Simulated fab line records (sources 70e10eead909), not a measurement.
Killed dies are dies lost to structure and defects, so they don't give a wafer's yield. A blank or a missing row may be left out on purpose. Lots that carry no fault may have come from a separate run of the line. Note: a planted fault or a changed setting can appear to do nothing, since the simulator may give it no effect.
A struck lot beside a sound one | flow nand harc | 15 steps out of a route of 1302
Sound: wafers L927.2, L927.4, L927.6. The struck wafers were L931.1, L931.3, L931.4. The cause is named last.
At each step with rows: each side's tool, then ch and its chambers, then its first start. Under that, the readings that differ: sound wafers | struck wafers | difference of the means | sigmas: that difference in standard deviations of wafers without a fault.
alike: readings with means less than 2 such deviations apart, plus words and numbers identical on both sides. not compared: withheld readings, readings lacking a value on some wafer, bounds such as >300 that could conceal the same value, and numbers that have no deviation in the record and whose values overlap.
Wherever a step has rows on one side only, a row that says differs or no value, or a row with sigmas, the two part there. Numbers that don't overlap but have no deviation are shown without sigmas and don't part them. Lack of a reading on every wafer of one side parts them only where that side has two or more wafers.

NHARC_A_ZERO_WELL_DESCUM_12: chemistry O2, time 3 s.
  sound on rie diel-06 ch 0,3, day 10 05:19; struck on rie diel-06 ch 0,1,2, day 11 15:30
  alike: drypump motor current A, oes product au, rf vpp V, showerhead plenum p Torr, throttle valve pct
  not compared: rf hours counter h
NHARC_A_ZERO_WELL_ETCH_19: etches the open film in N2/H2, target depth 80 nm, overetch 24 nm, time 87.88 s.
  sound on rie diel-06 ch 2,3, day 10 05:25; struck on rie diel-06 ch 1,2,3, day 11 15:35
  alike: drypump motor current A, h2 flow sccm, oes product au, rf vpp V, showerhead plenum p Torr, throttle valve pct
  not compared: rf hours counter h
NHARC_A_ZERO_WELL_ETCH_13: etches the open film in HBr/Cl2, target depth 120 nm, time 40.1 s.
  sound on rie si-02 ch 2,3, day 10 05:32; struck on rie si-02 ch 2,3, day 11 15:42
  alike: drypump motor current A, mfc cl2 sccm, oes product au, throttle valve pct
  not compared: rf hours counter h
then, 4 steps without rows for these wafers: NHARC_A_ZERO_WELL_STRIP_14 (strips in SPM, time 900 s); NHARC_A_ZERO_WELL_IMPLANT_15; NHARC_A_ZERO_WELL_PRECLEAN_22 (cleans in SC1, time 60 s); NHARC_A_ZERO_WELL_SRD_23.
NHARC_A_ZERO_WELL_RTA_16: time 10 s.
  sound on rtp anneal-01 ch 0, day 10 06:28; struck on rtp anneal-02 ch 0, day 11 16:38
  alike: lamp power pct, wafer_temp_C_max
NHARC_A_ZERO_WELL_INSPECT_17:
  sound: defect inspect-02 at day 10 06:38; struck: defect inspect-02 at day 11 16:49
  alike: raw defect count
then, 2 steps without rows for these wafers: NHARC_A_SOURCE_PLATE_PRECLEAN_00 (cleans in HF-LAST, time 60 s); NHARC_A_SOURCE_PLATE_SRD_01.
NHARC_A_SOURCE_PLATE_OXIDE_02: material SiO2, target thk 10 nm, ox time 1362 s.
  sound on furnace-03 ch 0, day 10 10:03; struck on furnace-03 ch 0, day 12 00:01
  alike: ox temp c, ox time s, zone power lower pct
NHARC_A_SOURCE_PLATE_THK_MEAS_09: measures by ellipsometry.
  sound: film metro-02 at day 10 14:06; struck: film metro-02 at day 12 04:25
  reading     | sound        | struck         | difference | sigmas
  thk nm (nm) | 10.3 7.3 9.2 | 14.2 16.1 13.4 | +5.6       | +5
then, 2 steps without rows for these wafers: NHARC_A_SOURCE_PLATE_PVD_04 (deposits WSi2, target thk 50 nm); NHARC_END_SORT_01.

== WHERE THEY PART ==
Only at NHARC_A_SOURCE_PLATE_THK_MEAS_09, as far as this record shows.

WHY: whatever the simulator had introduced
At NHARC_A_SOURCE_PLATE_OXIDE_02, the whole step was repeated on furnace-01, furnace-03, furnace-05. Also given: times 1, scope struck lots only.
